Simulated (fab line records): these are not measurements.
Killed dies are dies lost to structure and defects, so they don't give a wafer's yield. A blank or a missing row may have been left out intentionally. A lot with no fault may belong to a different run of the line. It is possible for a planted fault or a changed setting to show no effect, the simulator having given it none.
fab line records	flow n5-finfet
record: lots: 7	wafers: 39
route steps=1938 shown ZERO_LAYER@16 FIN_SAQP@96 DUMMY_GATE@234 MOL_CONTACT_COAG@581 BEOL_M0_CUTY@711 BEOL_M1@811
start-h: hours from the record's first day to the start of the lot's first wafer shown	wait-h: hours from the lot's prior step to this one	" same as the row above	L1.1+2: one row covering several wafers at once	- no value present, or no start provided	* or withheld: withheld	< > ~ a bound
route shown NAME@n: NAME is a module with steps in the file, n the number in the route of the first one	usual: the fault-free wafers' mean and standard deviation	same: alike in all rows	chamber/n: place in a boat	sites: the reading at each site	_std_site: standard deviation across them	_edge_site: outer sites' mean less inner sites'	radius-mm: for every site, how far away it sits from the centre of the wafer	mask NAME#n: copy n	behind: the tool/chamber that last shaped the wafer	hold: what put the lot on hold/how long, in hours/how the hold closed	device: transistor that didn't switch, given as n, p or np	end of line: the tests these same wafers got at the end of their route	a step without rows: its recipe alone	killed: dies lost to structure and defects at the first sort, not the wafer's yield	map: a wafer's dies, marking killed ones x, the rest . and places with no die _
set.NAME: the run value of the setting; set.NAME@STEP: its run value at that earlier step	model.NAME: the simulator's own value behind a step, which no gauge read
lots with deliberately changed settings; one table per step, one row per wafer
== steps ==
step: N5_ZERO_LAYER_ETCH_18
recipe: chemistry: HBr/Cl2	target: Si	target-depth-a: 1200	time-s: 40	pressure-mtorr: 10	icp-w: 800	bias-w: 75	HBr_flow_sccm: 150	Cl2_flow_sccm: 80
lot.wafer	tool	chamber	start-h	wait-h	set.target-depth-a	model.ZERO_LAYER.feature-depth-nm	model.etch.depth-nm	model.coat_of_ZERO_LAYER_COAT_05.thk-nm
L082.2	rie-si-02	3	61.03	0.0	1200	114.5	114.5	935.4
L082.3	"	1	"	"	1200	115.8	115.8	934.5
L082.6	"	0	"	"	1200	121.9	121.9	931.9
L086.1	rie-si-04	2	84.96	0.0	1200	113.9	113.9	933.3
L086.2	"	1	"	"	1200	120.6	120.6	928.9
L086.3	"	0	"	"	1200	124.1	124.1	929.6
L086.4	"	3	"	"	1200	121.1	121.1	930.6
L086.5	"	1	"	"	1200	121.4	121.4	929.7
L086.6	"	0	"	"	1200	123.7	123.7	927.1
L089.1	rie-si-02	2	102.91	0.0	1631	162.4	162.4	918.8
L089.2	"	3	"	"	1200	113.2	113.2	935.4
L089.3	"	1	"	"	1200	114.2	114.2	931.8
L089.4	"	0	"	"	1200	119.6	119.6	933.8
L089.5	"	2	"	"	1631	163.4	163.4	920.7
L089.6	"	3	"	"	1631	152.7	152.7	922
L092.1	rie-si-02	3	120.79	0.0	1200	113.1	113.1	928.3
L092.2	"	2	"	"	1795	182.9	182.9	908.4
L092.3	"	1	"	"	1200	112.3	112.3	930.8
L092.4	"	0	"	"	1200	120.1	120.1	928.7
L092.5	"	3	"	"	1795	169.9	169.9	912.3
L092.6	"	2	"	"	1795	180	180	908.6
L093.1	rie-si-01	2	126.91	0.0	1200	118.2	118.2	935.5
L093.2	"	1	"	"	1200	115.5	115.5	935
L093.3	"	0	"	"	1200	118.6	118.6	933.2
L093.4	"	3	"	"	1200	121.1	121.1	934.6
L093.5	"	3	"	"	1200	122.4	122.4	931.6
L093.6	"	2	"	"	1200	117.6	117.6	936.6
L094.1	rie-si-04	2	132.91	0.0	1200	115.7	115.7	930.2
L094.2	"	1	"	"	1200	120.2	120.2	925
L094.3	"	3	"	"	1200	120.8	120.8	926.6
L094.4	"	0	"	"	1200	121.7	121.7	930.1
L094.5	"	3	"	"	1200	121	121	930.6
L094.6	"	2	"	"	1200	115.4	115.4	928.5
L097.1	rie-si-02	3	150.91	0.0	1200	114.7	114.7	928.6
L097.2	"	1	"	"	1200	112.9	112.9	930.1
L097.3	"	2	"	"	1200	122.4	122.4	930.1
L097.4	"	0	"	"	1200	120.2	120.2	931.2
L097.5	"	3	"	"	1200	114.7	114.7	934.2
L097.6	"	2	"	"	1200	122.7	122.7	927.9
step: N5_ZERO_LAYER_STRIP_24
recipe: chemistry: O2	power-w: 1000	temp-c: 250	overash-fraction: 0.3	pressure-mtorr: 1000	o2-flow-sccm: 6750
usual: strip-time-to-endpoint-s: 43.89/0.12
lot.wafer	tool	chamber	start-h	wait-h	set.target-depth-a@ZERO_LAYER_ETCH_18	strip-time-to-endpoint-s
L082.2	plasma-asher-01	1	61.43	0.4	1200	44.01
L082.3	"	0	"	"	1200	43.96
L082.6	"	1	"	"	1200	43.89
L086.1	plasma-asher-02	0	85.06	0.1	1200	43.94
L086.2	"	1	"	"	1200	43.80
L086.3	"	1	"	"	1200	43.81
L086.4	"	0	"	"	1200	43.87
L086.5	"	1	"	"	1200	43.85
L086.6	"	0	"	"	1200	43.72
L089.1	plasma-asher-02	1	103.02	0.1	1631	43.49
L089.2	"	0	"	"	1200	43.98
L089.3	"	0	"	"	1200	43.89
L089.4	"	1	"	"	1200	43.96
L089.5	"	0	"	"	1631	43.55
L089.6	"	1	"	"	1631	43.60
L092.1	plasma-asher-01	0	120.90	0.1	1200	43.77
L092.2	"	1	"	"	1795	43.19
L092.3	"	0	"	"	1200	43.86
L092.4	"	1	"	"	1200	43.80
L092.5	"	0	"	"	1795	43.30
L092.6	"	1	"	"	1795	43.20
L093.1	plasma-asher-01	0	127.02	0.1	1200	44.00
L093.2	"	1	"	"	1200	44.00
L093.3	"	0	"	"	1200	43.91
L093.4	"	1	"	"	1200	43.97
L093.5	"	1	"	"	1200	43.89
L093.6	"	0	"	"	1200	44.04
L094.1	plasma-asher-02	1	133.02	0.1	1200	43.85
L094.2	"	0	"	"	1200	43.69
L094.3	"	0	"	"	1200	43.74
L094.4	"	1	"	"	1200	43.86
L094.5	"	1	"	"	1200	43.83
L094.6	"	0	"	"	1200	43.79
L097.1	plasma-asher-01	0	151.02	0.1	1200	43.80
L097.2	"	1	"	"	1200	43.83
L097.3	"	0	"	"	1200	43.81
L097.4	"	1	"	"	1200	43.88
L097.5	"	0	"	"	1200	43.95
L097.6	"	1	"	"	1200	43.78
step: N5_FIN_SAQP_HM_DEP_03
recipe: material: SiNx	target-thk-a: 380	temp-c: 400	precursor: SiH4/NH3/N2	pressure-torr: 1.5	rf-w: 300	time-s: 33.6
lot.wafer	tool	chamber	start-h	wait-h	set.time-s	model.SiNx_of_FIN_SAQP_HM_DEP_03.thk-nm
L082.2	pecvd-01	0	72.77	0.2	33.6	37.81
L082.3	"	2	"	"	33.6	37.51
L082.6	"	2	"	"	33.6	37.92
L086.1	pecvd-02	2	92.82	0.2	33.6	38.44
L086.2	"	1	"	"	33.6	38.14
L086.3	"	1	"	"	33.6	38.85
L086.4	"	2	"	"	33.6	38.89
L086.5	"	1	"	"	33.6	38.88
L086.6	"	2	"	"	33.6	39.11
L089.1	pecvd-04	0	110.92	0.2	42.65	47.69
L089.2	"	1	"	"	33.6	36.88
L089.3	"	2	"	"	42.65	47.5
L089.4	"	1	"	"	33.6	37.34
L089.5	"	0	"	"	42.65	48.14
L089.6	"	2	"	"	33.6	37.47
L092.1	pecvd-02	1	129.43	0.2	14.1	16.61
L092.2	"	0	"	"	14.1	15.7
L092.3	"	2	"	"	33.6	38.37
L092.4	"	1	"	"	33.6	38.53
L092.5	"	2	"	"	14.1	16.48
L092.6	"	0	"	"	33.6	38.08
L093.1	pecvd-04	2	135.04	0.2	33.6	37.6
L093.2	"	1	"	"	33.6	37.4
L093.3	"	0	"	"	33.6	37.24
L093.4	"	0	"	"	33.6	37.93
L093.5	"	1	"	"	33.6	37.75
L093.6	"	2	"	"	33.6	37.81
L094.1	pecvd-02	1	145.25	0.2	33.6	38.3
L094.2	"	0	"	"	33.6	38.1
L094.3	"	2	"	"	33.6	38.56
L094.4	"	1	"	"	33.6	39.14
L094.5	"	0	"	"	33.6	38.79
L094.6	"	2	"	"	33.6	38.94
L097.1	pecvd-02	2	159.73	0.2	25.65	28.99
L097.2	"	0	"	"	33.6	37.11
L097.3	"	1	"	"	25.65	29.05
L097.4	"	0	"	"	25.65	29.34
L097.5	"	2	"	"	33.6	39
L097.6	"	1	"	"	33.6	38.86
step: N5_FIN_SAQP_THK_MEAS_05
usual: thk-nm: 38.2/0.56
lot.wafer	tool	chamber	start-h	wait-h	set.time-s@FIN_SAQP_HM_DEP_03	thk-nm
L082.2	film-metro-02	-	72.86	0.1	33.6	37.8
L082.3	"	-	"	"	33.6	37.6
L082.6	"	-	"	"	33.6	37.9
L086.1	film-metro-01	-	92.93	0.1	33.6	38.4
L086.2	"	-	"	"	33.6	38.1
L086.3	"	-	"	"	33.6	38.8
L086.4	"	-	"	"	33.6	38.9
L086.5	"	-	"	"	33.6	38.9
L086.6	"	-	"	"	33.6	39.1
L089.1	film-metro-02	-	111.00	0.1	42.65	47.7
L089.2	"	-	"	"	33.6	36.8
L089.3	"	-	"	"	42.65	47.5
L089.4	"	-	"	"	33.6	37.3
L089.5	"	-	"	"	42.65	48.1
L089.6	"	-	"	"	33.6	37.4
L092.1	film-metro-01	-	129.52	0.1	14.1	16.6
L092.2	"	-	"	"	14.1	15.6
L092.3	"	-	"	"	33.6	38.4
L092.4	"	-	"	"	33.6	38.5
L092.5	"	-	"	"	14.1	16.5
L092.6	"	-	"	"	33.6	38.1
L093.1	film-metro-02	-	135.13	0.1	33.6	37.6
L093.2	"	-	"	"	33.6	37.4
L093.3	"	-	"	"	33.6	37.2
L093.4	"	-	"	"	33.6	37.9
L093.5	"	-	"	"	33.6	37.8
L093.6	"	-	"	"	33.6	37.8
L094.1	film-metro-02	-	145.33	0.1	33.6	38.3
L094.2	"	-	"	"	33.6	38.1
L094.3	"	-	"	"	33.6	38.5
L094.4	"	-	"	"	33.6	39.1
L094.5	"	-	"	"	33.6	38.8
L094.6	"	-	"	"	33.6	39.0
L097.1	film-metro-02	-	159.82	0.1	25.65	29.0
L097.2	"	-	"	"	33.6	37.1
L097.3	"	-	"	"	25.65	29.0
L097.4	"	-	"	"	25.65	29.4
L097.5	"	-	"	"	33.6	38.9
L097.6	"	-	"	"	33.6	38.9
step: N5_FIN_SAQP_PECVD_47
recipe: material: a-Si	target-thk-a: 450	temp-c: 400	precursor: SiH4/He	pressure-torr: 3	rf-w: 100	time-s: 36.3
step: N5_FIN_SAQP_PECVD_48
recipe: material: SiNx	target-thk-a: 250	temp-c: 400	precursor: SiH4/NH3/N2	pressure-torr: 1.5	rf-w: 300	time-s: 22.1
step: N5_FIN_SAQP_MANDREL2_REMOVE_60
recipe: chemistry: HBr/Cl2/O2	bt-time-s: 10	target: a-Si	stop-on: SiNx	endpoint: OES-SiCl	over-etch-frac: 1	icp-w: 600	bias-w: 22	HBr_flow_sccm: 150	Cl2_flow_sccm: 80	O2_flow_sccm: 5	pressure-mtorr: 10
step: N5_FIN_SAQP_HM_OPEN_33
recipe: chemistry: CH3F/O2	target: SiNx	mask-material: SiO2	target-depth-a: 494	time-s: 70.6	pressure-mtorr: 30	source-w: 395	bias-w: 73	Ar_flow_sccm: 150	CH3F_flow_sccm: 30	O2_flow_sccm: 20	ion-energy-ev: 120	ends: cleared
usual: etch-rf-on-time-s: 70.1/1.7
lot.wafer	tool	chamber	start-h	wait-h	set.time-s@FIN_SAQP_HM_DEP_03	etch-rf-on-time-s	model.etch.depth-nm
L082.2	rie-diel-05	1	78.48	0.3	33.6	70.3	37.18
L082.3	"	2	"	"	33.6	67.7	36.89
L082.6	"	0	"	"	33.6	69.3	37.3
L086.1	rie-diel-04	3	98.72	0.0	33.6	70.7	37.78
L086.2	"	1	"	"	33.6	67.2	37.51
L086.3	"	2	"	"	33.6	72.3	38.13
L086.4	"	0	"	"	33.6	70.3	38
L086.5	"	2	"	"	33.6	72.2	38
L086.6	"	1	"	"	33.6	68.8	38.39
L089.1	rie-diel-04	3	115.29	0.0	42.65	89.0	46.99
L089.2	"	0	"	"	33.6	68.1	36.22
L089.3	"	2	"	"	42.65	90.9	46.87
L089.4	"	1	"	"	33.6	65.6	36.72
L089.5	"	3	"	"	42.65	88.6	47.44
L089.6	"	0	"	"	33.6	69.4	36.84
L092.1	rie-diel-04	2	133.93	0.0	14.1	31.1	15.98
L092.2	"	3	"	"	14.1	28.3	15.04
L092.3	"	1	"	"	33.6	68.4	37.65
L092.4	"	3	"	"	33.6	71.2	37.64
L092.5	"	2	"	"	14.1	30.9	15.86
L092.6	"	1	"	"	33.6	68.1	37.42
L093.1	rie-diel-05	2	139.66	0.0	33.6	68.8	36.87
L093.2	"	0	"	"	33.6	69.5	36.67
L093.3	"	3	"	"	33.6	69.5	36.61
L093.4	"	1	"	"	33.6	70.5	37.31
L093.5	"	0	"	"	33.6	69.9	37.03
L093.6	"	1	"	"	33.6	70.5	37.18
L094.1	rie-diel-04	1	150.61	0.0	33.6	69.0	37.57
L094.2	"	2	"	"	33.6	73.0	37.38
L094.3	"	0	"	"	33.6	71.0	37.94
L094.4	"	3	"	"	33.6	72.7	38.51
L094.5	"	0	"	"	33.6	71.4	38.16
L094.6	"	3	"	"	33.6	72.1	38.22
L097.1	rie-diel-05	0	164.75	0.2	25.65	53.1	28.36
L097.2	"	2	"	"	33.6	67.2	36.41
L097.3	"	3	"	"	25.65	53.4	28.42
L097.4	"	1	"	"	25.65	54.9	28.68
L097.5	"	3	"	"	33.6	72.7	38.37
L097.6	"	0	"	"	33.6	72.0	38.2
step: N5_DUMMY_GATE_DESCUM_20
recipe: chemistry: O2	time-s: 6.2	source-power-w: 50	bias-power-w: 20	pressure-mtorr: 20	rf-frequency-hz: 2.712e+07	temp-c: 40	resist: CAR-EUV	o2-flow-sccm: 225
lot.wafer	tool	chamber	start-h	wait-h	set.time-s	model.CAR-EUV_of_DUMMY_GATE_COAT_09.thk-nm
L082.2+6	rie-diel-02	3,0	99.23	0.0	6.2	26.6
L082.3	"	1	"	"	6.2	26.4
L086.1+4	rie-diel-03	0,3	118.05	0.0	4.731	27
L086.2+5	"	1,2	"	"	6.2	26.4
L086.3	"	2	"	"	4.731	27.2
L086.6	"	3	"	"	6.2	26.2
L089.1+2+4	rie-diel-06	2,3,1	135.08	0.0	7.318	25.8
L089.3+5+6	"	0,3,0	"	"	6.2	26.4
L092.1+2+3+5+6	rie-diel-02	1,2,0,2,1	155.10	0.0	6.2	26.4
L092.4	"	3	"	"	6.2	26.6
L093.1+2	rie-diel-02	3,2	159.12	0.0	6.2	26.6
L093.3	"	1	"	"	8.698	25.2
L093.4+6	"	0,1	"	"	8.698	25.4
L093.5	"	2	"	"	6.2	26.4
L094.1+2	rie-diel-02	0,2	170.81	0.0	8.912	25
L094.3	"	3	"	"	8.912	25.2
L094.4+5+6	"	1,3,0	"	"	6.2	26.4
L097.1+2+3+4+5+6	rie-diel-06	0,2,3,1,1,0	185.02	0.0	6.2	26.6
step: N5_DUMMY_GATE_ETCH_29
recipe: chemistry: N2/H2	target: underlayer	target-depth-a: 130	ion-energy-ev: 200	pressure-mtorr: 30	source-w: 840	bias-w: 150	n2-flow-sccm: 200	h2-flow-sccm: 200
lot.wafer	tool	chamber	start-h	wait-h	set.time-s@DUMMY_GATE_DESCUM_20	model.CAR-EUV_of_DUMMY_GATE_COAT_09.thk-nm
L082.2	rie-diel-02	3	99.30	0.0	6.2	19
L082.3	"	1	"	"	6.2	18.6
L082.6	"	0	"	"	6.2	19.2
L086.1	rie-diel-03	0	118.11	0.0	4.731	18.6
L086.2+5+6	"	1,2,3	"	"	6.2	18.6
L086.3+4	"	2,3	"	"	4.731	19.4
L089.1	rie-diel-06	2	135.15	0.0	7.318	18.2
L089.2+4	"	3,1	"	"	7.318	18.4
L089.3+6	"	0	"	"	6.2	18.8
L089.5	"	3	"	"	6.2	19
L092.1+2+5+6	rie-diel-02	1,2,2,1	155.17	0.0	6.2	18.6
L092.3+4	"	0,3	"	"	6.2	19
L093.1	rie-diel-02	3	159.19	0.0	6.2	19
L093.2+5	"	2	"	"	6.2	18.8
L093.3	"	1	"	"	8.698	17.4
L093.4	"	0	"	"	8.698	18
L093.6	"	1	"	"	8.698	17.6
L094.1	rie-diel-02	0	170.87	0.0	8.912	17.6
L094.2	"	2	"	"	8.912	17.4
L094.3	"	3	"	"	8.912	17.8
L094.4	"	1	"	"	6.2	18.8
L094.5+6	"	3,0	"	"	6.2	19
L097.1+3+4+5+6	rie-diel-06	0,3,1,1,0	185.08	0.0	6.2	19.2
L097.2	"	2	"	"	6.2	19
step: N5_MOL_CONTACT_COAG_ETCH_91
recipe: chemistry: N2/H2	target: SOC	target-depth-a: 600	overetch-a: 210	mask-material: SiARC	temp-c: 40	time-s: 101.2	ion-energy-ev: 200	pressure-mtorr: 30	source-w: 840	bias-w: 150	n2-flow-sccm: 200	h2-flow-sccm: 200
lot.wafer	tool	chamber	start-h	wait-h	set.target-depth-a	model.SiARC_of_MOL_CONTACT_COAG_COAT_76.thk-nm
L082.2	rie-diel-04	0	150.85	0.0	600	5.8
L082.3+6	"	3	"	"	600	6
L086.1+5	rie-diel-01	1,3	170.97	0.0	600	5.8
L086.2	"	3	"	"	600	6
L086.3+4+6	"	0,2,2	"	"	317.9	7.2
L089.1+3+4+5+6	rie-diel-01	0,2,1,1,0	186.90	0.0	600	5.8
L089.2	"	3	"	"	600	6
L092.1+6	rie-diel-04	0	209.14	0.0	600	5.8
L092.2+5	"	2	"	"	600	6
L092.3+4	"	1	"	"	600	5.6
L093.1	rie-diel-05	1	211.13	0.0	600	6.2
L093.2	"	3	"	"	600	5.8
L093.3	"	2	"	"	600	5.6
L093.4	"	0	"	"	471.1	6.6
L093.5	"	2	"	"	471.1	6.4
L093.6	"	1	"	"	471.1	6.8
L094.1+2+5	rie-diel-01	0,3,0	224.25	0.0	828.4	4.8
L094.3+6	"	1,3	"	"	600	6
L094.4	"	2	"	"	600	5.8
L097.1+2+6	rie-diel-01	1,0,0	239.78	0.0	871.5	4.4
L097.3+4+5	"	3,1,3	"	"	600	5.8
step: N5_BEOL_M0_CUTY_DESCUM_61
recipe: chemistry: O2	time-s: 7.9	source-power-w: 50	bias-power-w: 20	pressure-mtorr: 20	rf-frequency-hz: 2.712e+07	temp-c: 40	resist: CAR-ArF-block	o2-flow-sccm: 225
lot.wafer	tool	chamber	start-h	wait-h	set.time-s	model.CAR-ArF-block_of_BEOL_M0_CUTY_COAT_51.thk-nm
L082.2	rie-diel-01	3	165.55	0.0	7.9	143.8
L082.3+6	"	0	"	"	7.9	144
L086.1	rie-diel-01	3	185.42	0.0	7.9	143.4
L086.2+3	"	1,0	"	"	10.61	141.8
L086.4	"	2	"	"	7.9	143
L086.5	"	3	"	"	7.9	143.2
L086.6	"	0	"	"	10.61	142
L089.1	rie-diel-01	0	200.88	0.1	12.27	141
L089.2	"	3	"	"	7.9	143.2
L089.3	"	2	"	"	12.27	139.8
L089.4	"	1	"	"	12.27	140.2
L089.5	"	3	"	"	7.9	142.8
L089.6	"	2	"	"	7.9	143
L092.1+2	rie-diel-04	1,0	223.32	0.1	7.9	144
L092.3	"	2	"	"	4.26	146
L092.4	"	3	"	"	7.9	143.6
L092.5+6	"	3,0	"	"	4.26	146.2
L093.1+3+5	rie-diel-04	2,3,0	226.91	0.3	7.9	143.8
L093.2	"	1	"	"	11.54	141.4
L093.4+6	"	0,1	"	"	11.54	141.8
L094.1	rie-diel-01	3	237.79	0.0	7.9	144.4
L094.2+6	"	1	"	"	3.19	146.6
L094.3+5	"	2,0	"	"	7.9	144
L094.4	"	0	"	"	3.19	147
L097.1	rie-diel-01	3	255.57	0.1	9.36	143.2
L097.2	"	1	"	"	9.36	143
L097.3	"	0	"	"	7.9	143.8
L097.4	"	1	"	"	7.9	144
L097.5	"	0	"	"	9.36	142.8
L097.6	"	3	"	"	7.9	143.6
step: N5_BEOL_M1_ALD_84
recipe: material: TaN	target-thk-a: *	temp-c: 275	ald-precursor-family: PDMAT	ald-co-reactant: NH3	pressure-torr: 3	carrier-flow-sccm: 1500	pulse-time-s: 2	purge-time-s: 3	co-reactant-purge-time-s: 2	co-reactant-pulse-time-s: 3	ald-cycles: 30	precursor-vessel-temp-c: 75	precursor-vessel-pressure-torr: 26.25	precursor-vessel-carrier-sccm: 1000
lot.wafer	tool	chamber	start-h	wait-h	set.ald-cycles	model.TaN_of_BEOL_M1_ALD_84.thk-nm
L082.2	ald-metal-04	0	182.82	0.0	30	*
L082.3+6	"	1	"	"	30	*
L086.1+6	ald-metal-03	0,1	202.00	0.1	30	*
L086.2	"	3	"	"	30	*
L086.3+4+5	"	2,1,2	"	"	44	*
L089.1	ald-metal-04	3	217.24	0.0	30	*
L089.2+3+6	"	2,0,2	"	"	38	*
L089.4+5	"	1	"	"	30	*
L092.1+2+6	ald-metal-03	3,1,0	246.60	0.1	35	*
L092.3+4+5	"	2,0,3	"	"	30	*
L093.1+4	ald-metal-03	2,0	249.70	0.1	30	*
L093.2+6	"	1,0	"	"	38	*
L093.3	"	3	"	"	38	*
L093.5	"	3	"	"	30	*
L094.1+4	ald-metal-03	2,1	255.64	0.0	30	*
L094.2+3+6	"	3,0,3	"	"	44	*
L094.5	"	2	"	"	30	*
L097.1+2+4+5+6	ald-metal-04	1,0,3,1,0	267.40	0.0	30	*
L097.3	"	2	"	"	30	*
== key ==
split: step: N5_ZERO_LAYER_ETCH_18	setting: target-depth-a	stated: 1200	by: wafer
response: step: N5_ZERO_LAYER_ETCH_18	reading: model.ZERO_LAYER.feature-depth-nm	change: +1.25	per: 1%	r: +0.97
response: step: N5_ZERO_LAYER_ETCH_18	reading: model.etch.depth-nm	change: +1.25	per: 1%	r: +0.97
response: step: N5_ZERO_LAYER_ETCH_18	reading: model.coat_of_ZERO_LAYER_COAT_05.thk-nm	change: -0.384	per: 1%	r: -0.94
response: step: N5_ZERO_LAYER_STRIP_24	reading: strip-time-to-endpoint-s	change: *	per: 1%	r: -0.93
split: step: N5_FIN_SAQP_HM_DEP_03	setting: time-s	stated: 33.6	by: wafer
response: step: N5_FIN_SAQP_HM_DEP_03	reading: model.SiNx_of_FIN_SAQP_HM_DEP_03.thk-nm	change: +0.383	per: 1%	r: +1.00
response: step: N5_FIN_SAQP_THK_MEAS_05	reading: thk-nm	change: *	per: 1%	r: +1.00
response: step: N5_FIN_SAQP_HM_OPEN_33	reading: etch-rf-on-time-s	change: *	per: 1%	r: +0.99
response: step: N5_FIN_SAQP_HM_OPEN_33	reading: model.etch.depth-nm	change: +0.381	per: 1%	r: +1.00
split: step: N5_DUMMY_GATE_DESCUM_20	setting: time-s	stated: 6.2	by: wafer
response: step: N5_DUMMY_GATE_DESCUM_20	reading: model.CAR-EUV_of_DUMMY_GATE_COAT_09.thk-nm	change: -0.0305	per: 1%	r: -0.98
response: step: N5_DUMMY_GATE_ETCH_29	reading: model.CAR-EUV_of_DUMMY_GATE_COAT_09.thk-nm	change: -0.0291	per: 1%	r: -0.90
split: step: N5_MOL_CONTACT_COAG_ETCH_91	setting: target-depth-a	stated: 600	by: wafer
response: step: N5_MOL_CONTACT_COAG_ETCH_91	reading: model.SiARC_of_MOL_CONTACT_COAG_COAT_76.thk-nm	change: -0.03	per: 1%	r: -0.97
split: step: N5_BEOL_M0_CUTY_DESCUM_61	setting: time-s	stated: 7.9	by: wafer
response: step: N5_BEOL_M0_CUTY_DESCUM_61	reading: model.CAR-ArF-block_of_BEOL_M0_CUTY_COAT_51.thk-nm	change: -0.0457	per: 1%	r: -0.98
split: step: N5_BEOL_M1_ALD_84	setting: ald-cycles	stated: 30	by: wafer
response: step: N5_BEOL_M1_ALD_84	reading: model.TaN_of_BEOL_M1_ALD_84.thk-nm	change: *	per: 1%	r: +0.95
